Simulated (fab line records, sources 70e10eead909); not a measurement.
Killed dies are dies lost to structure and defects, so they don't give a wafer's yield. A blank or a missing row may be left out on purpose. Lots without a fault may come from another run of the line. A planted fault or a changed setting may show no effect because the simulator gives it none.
Which tool did it? | flow nand_harc | 24 lots, 72 wafers sampled, at 6 steps of a route of 1302

WHAT THE GAUGES READ, wafer by wafer
NHARC_A_CONTACT_CD_MEAS_15.
lot  | measured     | on        | cd_nm (nm)
L074 | day 22 05:00 | cd_sem-01 | 189.6 189.7 189.7
L076 | day 22 13:16 | cd_sem-01 | 190.5 190.4 190.8
L075 | day 23 00:19 | cd_sem-01 | 189.1 189.0 189.0
L077 | day 23 11:42 | cd_sem-03 | 191.3 191.0 190.3
L078 | day 23 18:56 | cd_sem-01 | 189.9 189.8 189.4
L079 | day 23 23:43 | cd_sem-01 | 189.2 188.8 189.3
L081 | day 25 08:50 | cd_sem-02 | 189.7 190.0 189.6
L080 | day 25 17:38 | cd_sem-02 | 190.2 190.4 189.9
L082 | day 26 01:40 | cd_sem-02 | 190.0 189.1 189.4
L083 | day 26 05:46 | cd_sem-02 | 189.8 189.0 190.3
L085 | day 26 17:11 | cd_sem-02 | 190.8 190.2 190.3
L084 | day 27 00:44 | cd_sem-01 | 189.4 190.4 189.3
L086 | day 27 02:36 | cd_sem-02 | 190.6 190.1 190.0
L090 | day 28 11:09 | cd_sem-03 | 189.4 190.0 189.8
L088 | day 28 12:07 | cd_sem-03 | 189.7 190.0 189.8
L087 | day 28 17:47 | cd_sem-01 | 189.7 190.0 189.5
L089 | day 29 05:10 | cd_sem-01 | 189.3 189.1 189.6
L092 | day 29 11:44 | cd_sem-01 | 190.3 189.3 189.7
L091 | day 29 13:17 | cd_sem-02 | 190.4 189.8 190.4
L093 | day 30 02:32 | cd_sem-02 | 190.0 189.8 190.2
L095 | day 30 17:51 | cd_sem-01 | 189.6 189.4 189.6
L094 | day 30 19:26 | cd_sem-03 | 189.8 189.5 190.0
L096 | day 31 10:17 | cd_sem-01 | 189.6 190.0 190.0
L097 | day 31 10:26 | cd_sem-03 | 189.9 190.6 190.7

NHARC_A_CONTACT_INSPECT_23.
lot  | measured     | on                | raw_defect_count
L074 | day 22 07:27 | defect_inspect-02 | 479 426 416
L076 | day 22 15:41 | defect_inspect-01 | 350 390 365
L075 | day 23 03:35 | defect_inspect-02 | 503 455 489
L077 | day 23 14:52 | defect_inspect-02 | 466 721 618
L078 | day 23 21:25 | defect_inspect-02 | 500 498 547
L079 | day 24 02:08 | defect_inspect-02 | 422 496 444
L081 | day 25 11:22 | defect_inspect-01 | 403 505 546
L080 | day 25 20:10 | defect_inspect-02 | 499 514 575
L082 | day 26 04:16 | defect_inspect-01 | 328 469 396
L083 | day 26 08:39 | defect_inspect-01 | 387 521 473
L085 | day 26 19:37 | defect_inspect-02 | 500 384 561
L084 | day 27 03:16 | defect_inspect-02 | 726 867 654
L086 | day 27 05:11 | defect_inspect-01 | 525 708 598
L090 | day 28 13:40 | defect_inspect-02 | 498 449 464
L088 | day 28 14:46 | defect_inspect-01 | 439 546 463
L087 | day 28 20:20 | defect_inspect-01 | 516 533 547
L089 | day 29 08:37 | defect_inspect-01 | 436 528 534
L092 | day 29 14:09 | defect_inspect-02 | 360 424 636
L091 | day 29 15:44 | defect_inspect-02 | 471 610 685
L093 | day 30 05:01 | defect_inspect-02 | 630 300 403
L095 | day 30 20:18 | defect_inspect-01 | 434 405 439
L094 | day 30 21:52 | defect_inspect-02 | 359 417 418
L096 | day 31 12:42 | defect_inspect-02 | 536 563 510
L097 | day 31 13:28 | defect_inspect-01 | 387 369 374

NHARC_A_BLC_INSPECT_12.
lot  | measured     | on                | raw_defect_count
L074 | day 22 07:58 | defect_inspect-02 | 39 55 34
L076 | day 22 16:20 | defect_inspect-02 | 84 77 82
L075 | day 23 04:06 | defect_inspect-02 | 111 98 110
L077 | day 23 15:22 | defect_inspect-02 | 148 147 166
L078 | day 23 21:55 | defect_inspect-01 | 133 118 135
L079 | day 24 02:38 | defect_inspect-02 | 72 53 75
L081 | day 25 12:00 | defect_inspect-01 | 54 77 82
L080 | day 25 20:41 | defect_inspect-02 | 76 87 74
L082 | day 26 04:46 | defect_inspect-02 | 85 84 76
L083 | day 26 09:17 | defect_inspect-01 | 74 73 83
L085 | day 26 20:08 | defect_inspect-01 | 56 61 61
L084 | day 27 03:47 | defect_inspect-01 | 95 90 93
L086 | day 27 05:49 | defect_inspect-02 | 73 53 67
L090 | day 28 14:11 | defect_inspect-02 | 102 101 81
L088 | day 28 15:25 | defect_inspect-02 | 35 51 51
L087 | day 28 20:58 | defect_inspect-02 | 91 99 79
L089 | day 29 09:15 | defect_inspect-02 | 109 105 103
L092 | day 29 14:40 | defect_inspect-02 | 71 65 78
L091 | day 29 16:14 | defect_inspect-02 | 72 82 72
L093 | day 30 05:38 | defect_inspect-01 | 42 48 38
L095 | day 30 20:56 | defect_inspect-01 | 50 61 72
L094 | day 30 22:29 | defect_inspect-02 | 111 81 85
L096 | day 31 13:13 | defect_inspect-02 | 101 84 100
L097 | day 31 14:05 | defect_inspect-01 | 91 114 80

WHICH TOOL RAN EACH LOT (tool, then ch and the chambers of the sampled wafers, then the start)
lot  | NHARC_A_CONTACT_ETCH_126             | NHARC_A_CONTACT_STRIP_82                      | NHARC_A_CONTACT_CVD_19
L074 | har_cap_etch-02 ch 0,1, day 21 20:05 | rie_diel-10 ch 1,3, day 22 05:00 or earlier   | cvd_w-01 ch 0,1, day 22 07:27 or earlier
L076 | har_cap_etch-02 ch 0,1, day 22 02:16 | rie_diel-10 ch 1,2, day 22 13:16 or earlier   | cvd_w-02 ch 1, day 22 15:41 or earlier
L075 | har_cap_etch-02 ch 0, day 22 15:04   | rie_diel-02 ch 0,1,2, day 23 00:19 or earlier | cvd_w-02 ch 0, day 23 03:35 or earlier
L077 | har_cap_etch-03 ch 0,1, day 22 22:41 | rie_diel-13 ch 0,1,3, day 23 11:42 or earlier | cvd_w-02 ch 0, day 23 14:52 or earlier
L078 | har_cap_etch-02 ch 0,1, day 23 08:14 | rie_diel-10 ch 2,3, day 23 18:56 or earlier   | cvd_w-02 ch 0,1, day 23 21:25 or earlier
L079 | har_cap_etch-01 ch 0,1, day 23 14:45 | rie_diel-13 ch 0,3, day 23 23:43 or earlier   | cvd_w-02 ch 0,1, day 24 02:08 or earlier
L081 | har_cap_etch-03 ch 1, day 24 23:35   | rie_diel-13 ch 1,2, day 25 08:50 or earlier   | cvd_w-01 ch 0,1, day 25 11:22 or earlier
L080 | har_cap_etch-01 ch 0,1, day 25 08:42 | rie_diel-13 ch 0,2,3, day 25 17:38 or earlier | cvd_w-01 ch 0,1, day 25 20:10 or earlier
L082 | har_cap_etch-03 ch 0,1, day 25 14:10 | rie_diel-10 ch 1,3, day 26 01:40 or earlier   | cvd_w-01 ch 0, day 26 04:16 or earlier
L083 | har_cap_etch-01 ch 0,1, day 25 17:13 | rie_diel-10 ch 1,3, day 26 05:46 or earlier   | cvd_w-01 ch 0,1, day 26 08:39 or earlier
L085 | har_cap_etch-01 ch 0,1, day 26 06:23 | rie_diel-13 ch 0,2, day 26 17:11 or earlier   | cvd_w-02 ch 0,1, day 26 19:37 or earlier
L084 | har_cap_etch-03 ch 0,1, day 26 11:32 | rie_diel-10 ch 0,2,3, day 27 00:44 or earlier | cvd_w-01 ch 0,1, day 27 03:16 or earlier
L086 | har_cap_etch-02 ch 0,1, day 26 17:35 | rie_diel-02 ch 1,2,3, day 27 02:36 or earlier | cvd_w-02 ch 0,1, day 27 05:11 or earlier
L090 | har_cap_etch-03 ch 0,1, day 27 23:38 | rie_diel-13 ch 1,3, day 28 11:09 or earlier   | cvd_w-01 ch 0,1, day 28 13:40 or earlier
L088 | har_cap_etch-02 ch 0,1, day 28 00:07 | rie_diel-10 ch 0,2, day 28 12:07 or earlier   | cvd_w-02 ch 0,1, day 28 14:46 or earlier
L087 | har_cap_etch-03 ch 0,1, day 28 05:23 | rie_diel-10 ch 0,1,2, day 28 17:47 or earlier | cvd_w-01 ch 0,1, day 28 20:20 or earlier
L089 | har_cap_etch-01 ch 0,1, day 28 14:46 | rie_diel-13 ch 1,2,3, day 29 05:10 or earlier | cvd_w-02 ch 0,1, day 29 08:37 or earlier
L092 | har_cap_etch-02 ch 0,1, day 28 21:35 | rie_diel-10 ch 0,2, day 29 11:44 or earlier   | cvd_w-01 ch 0, day 29 14:09 or earlier
L091 | har_cap_etch-01 ch 0,1, day 29 02:25 | rie_diel-13 ch 1,2,3, day 29 13:17 or earlier | cvd_w-02 ch 0,1, day 29 15:44 or earlier
L093 | har_cap_etch-02 ch 0,1, day 29 17:39 | rie_diel-13 ch 1,2, day 30 02:32 or earlier   | cvd_w-02 ch 0,1, day 30 05:01 or earlier
L095 | har_cap_etch-01 ch 0,1, day 30 06:14 | rie_diel-02 ch 1,2, day 30 17:51 or earlier   | cvd_w-02 ch 0,1, day 30 20:18 or earlier
L094 | har_cap_etch-03 ch 0,1, day 30 08:19 | rie_diel-10 ch 1,2, day 30 19:26 or earlier   | cvd_w-01 ch 0,1, day 30 21:52 or earlier
L096 | har_cap_etch-02 ch 0,1, day 31 01:10 | rie_diel-13 ch 2,3, day 31 10:17 or earlier   | cvd_w-02 ch 0,1, day 31 12:42 or earlier
L097 | har_cap_etch-01 ch 0,1, day 31 01:22 | rie_diel-02 ch 1,2,3, day 31 10:26 or earlier | cvd_w-02 ch 0,1, day 31 13:28 or earlier
- NHARC_A_CONTACT_ETCH_126: etches the open film in C4F8/O2/Ar, time 197 s, target depth 1918 nm.
- NHARC_A_CONTACT_STRIP_82: strips in O2.
- NHARC_A_CONTACT_CVD_19: deposits W, target thk 300 nm, time 802 s.

WHAT THE TOOLS THEMSELVES READ (means of the sampled wafers that have a number; where no wafer has one, the mark that the record gives instead)
NHARC_A_CONTACT_STRIP_82.
lot  | tool        | drypump_motor_current_A (A) | o2_flow_sccm (sccm) | oes_product_au (a.u.) | rf_vpp_V (V) | showerhead_plenum_p_Torr (Torr) | throttle_valve_pct (%)
L074 | rie_diel-10 | 6.6                         | 499.9               | 0.997                 | 57.7         | 3.46                            | 17.035
L076 | rie_diel-10 | 6.0                         | 499.6               | 1.003                 | 57.2         | 3.51                            | 17.033
L075 | rie_diel-02 | 5.9                         | 499.9               | 0.985                 | 57.8         | 3.55                            | 17.030
L077 | rie_diel-13 | 5.2                         | 499.5               | 0.991                 | 57.5         | 3.57                            | 17.042
L078 | rie_diel-10 | 5.6                         | 500.6               | 1.000                 | 57.9         | 3.74                            | 17.035
L079 | rie_diel-13 | 5.0                         | 499.5               | 1.009                 | 58.0         | 3.65                            | 17.036
L081 | rie_diel-13 | 5.8                         | 499.9               | 0.993                 | 57.8         | 3.62                            | 17.034
L080 | rie_diel-13 | 5.2                         | 499.9               | 1.006                 | 57.6         | 3.61                            | 17.033
L082 | rie_diel-10 | 6.7                         | 498.4               | 1.000                 | 58.4         | 3.54                            | 17.031
L083 | rie_diel-10 | 6.6                         | 499.9               | 1.003                 | 57.7         | 3.54                            | 17.045
L085 | rie_diel-13 | 5.3                         | 500.2               | 1.008                 | 58.5         | 3.77                            | 17.030
L084 | rie_diel-10 | 5.8                         | 497.8               | 0.996                 | 57.8         | 3.66                            | 17.039
L086 | rie_diel-02 | 5.6                         | 501.3               | 0.987                 | 58.0         | 3.59                            | 17.042
L090 | rie_diel-13 | 5.1                         | 500.2               | 0.994                 | 57.8         | 3.40                            | 17.040
L088 | rie_diel-10 | 5.3                         | 501.3               | 1.001                 | 57.9         | 3.71                            | 17.026
L087 | rie_diel-10 | 5.7                         | 501.5               | 0.988                 | 58.4         | 3.56                            | 17.037
L089 | rie_diel-13 | 5.4                         | 500.1               | 0.993                 | 57.6         | 3.53                            | 17.027
L092 | rie_diel-10 | 5.3                         | 499.8               | 1.001                 | 58.2         | 3.70                            | 17.039
L091 | rie_diel-13 | 5.4                         | 499.7               | 0.993                 | 57.6         | 3.53                            | 17.030
L093 | rie_diel-13 | 5.7                         | 499.3               | 0.992                 | 57.7         | 3.61                            | 17.034
L095 | rie_diel-02 | 6.0                         | 498.9               | 0.987                 | 58.9         | 3.61                            | 17.044
L094 | rie_diel-10 | 5.6                         | 501.3               | 1.002                 | 58.6         | 3.61                            | 17.029
L096 | rie_diel-13 | 5.1                         | 498.8               | 0.983                 | 57.3         | 3.44                            | 17.047
L097 | rie_diel-02 | 5.6                         | 499.9               | 1.001                 | 58.8         | 3.57                            | 17.035

NHARC_A_CONTACT_CVD_19.
lot  | tool     | heater_power_w (W) | throttle_valve_pct (%)
L074 | cvd_w-01 | 446                | 7.7
L076 | cvd_w-02 | 467                | 7.7
L075 | cvd_w-02 | 467                | 8.4
L077 | cvd_w-02 | 459                | 8.3
L078 | cvd_w-02 | 465                | 8.2
L079 | cvd_w-02 | 470                | 7.9
L081 | cvd_w-01 | 453                | 7.6
L080 | cvd_w-01 | 454                | 7.8
L082 | cvd_w-01 | 438                | 7.3
L083 | cvd_w-01 | 459                | 7.6
L085 | cvd_w-02 | 464                | 8.1
L084 | cvd_w-01 | 467                | 7.9
L086 | cvd_w-02 | 469                | 8.1
L090 | cvd_w-01 | 456                | 7.7
L088 | cvd_w-02 | 442                | 7.9
L087 | cvd_w-01 | 465                | 8.0
L089 | cvd_w-02 | 445                | 8.1
L092 | cvd_w-01 | 445                | 7.4
L091 | cvd_w-02 | 447                | 8.1
L093 | cvd_w-02 | 445                | 8.0
L095 | cvd_w-02 | 449                | 8.0
L094 | cvd_w-01 | 457                | 7.7
L096 | cvd_w-02 | 445                | 8.0
L097 | cvd_w-02 | 439                | 8.2

THE ANSWER, worked out from the rows above alone
Rule: what is usual is taken from the lots themselves. Put in order of their means at a reading, lots are off if they are a third of the lots or fewer, leave a main group of 4 or more, and stand apart from it by a gap of 3 or more times the standard deviation of the main group's means; of several such gaps the widest counts. A main group whose means are all the same, to the digits that the tables above print for the reading, isn't used. A lot without any number at a reading at which 4 lots or more have one is off too. The other lots that the step has rows for count as sound. The gauges are gone through in route order, then the tools' own readings, and for those a lot's mean is taken as printed above. The first step at which some lot is off is used, and at that step the reading that is off furthest; a lot without a number counts as furthest.
No lot is off at any reading shown: from this, nothing can be told.

WHAT THE SIMULATOR HAD PUT IN
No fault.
